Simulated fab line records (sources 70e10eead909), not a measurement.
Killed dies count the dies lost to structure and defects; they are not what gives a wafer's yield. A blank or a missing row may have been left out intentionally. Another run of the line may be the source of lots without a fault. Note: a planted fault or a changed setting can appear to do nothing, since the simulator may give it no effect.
Chamber matching ; flow nand_harc ; NHARC_A_STAIRCASE_DEP_322 on pecvd-02: 3 sister chambers
The step deposits SiO2, target thk 7200 nm. 24 wafers are shown with their chamber, then 12 later ones without.

EACH WAFER AND ITS CHAMBER
wafer;chamber;heater_power_outer_w (W);heater_power_w (W)
L074.1;1;415;667
L074.4;0;350;612
L074.6;2;257;474
L076.2;0;460;765
L076.5;2;259;474
L076.6;1;363;606
L078.1;1;409;643
L078.3;2;307;556
L078.6;0;344;615
L080.2;2;347;608
L080.3;1;455;705
L080.4;0;363;616
L082.3;1;457;738
L082.5;1;365;598
L082.6;0;357;620
L084.1;2;346;574
L084.3;0;403;700
L084.5;2;249;459
L086.1;1;413;652
L086.2;2;314;547
L086.6;0;359;606
L089.2;0;386;672
L089.3;2;265;487
L089.4;0;359;631

SIGNATURES (means of the wafers above)
reading;chamber 0;chamber 1;chamber 2;scatter within a chamber
heater_power_outer_w;375.67;411.00;293.00;38.2
heater_power_w;648.56;658.43;522.38;53.5
Rule: a wafer lies at a distance from a chamber equal to the root of the sum of squares, over the readings, of (its reading less the chamber's mean, divided by the reading's scatter). If the next closest chamber is less than 2 further off than the closest, the wafer can't be placed; otherwise it belongs to the closest. The scatter: the root of (the sum of the squares of (reading less its chamber's mean) over the shown wafers, divided by (wafers less chambers)).

WAFERS WITHOUT THEIR CHAMBER
wafer;heater_power_outer_w (W);heater_power_w (W)
L087.1;302;532
L087.2;430;734
L087.6;375;593
L090.2;459;752
L090.5;376;583
L090.6;255;489
L093.2;407;680
L093.4;248;458
L093.6;354;621
L097.1;443;718
L097.2;343;578
L097.3;254;458

WHICH CHAMBER EACH WENT THROUGH
wafer;from the rows above;in truth
L087.1;2;2
L087.2;can't be placed: 1 or 0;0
L087.6;can't be placed: 0 or 1 or 2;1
L090.2;can't be placed: 1 or 0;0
L090.5;can't be placed: 0 or 1 or 2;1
L090.6;2;2
L093.2;can't be placed: 1 or 0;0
L093.4;2;2
L093.6;can't be placed: 0 or 1 or 2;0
L097.1;can't be placed: 1 or 0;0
L097.2;can't be placed: 0 or 2 or 1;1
L097.3;2;2
4 of 12 placed correctly. Not placeable from these rows: 8 (in 8, the candidates include the true chamber). Wrongly placed: 0.
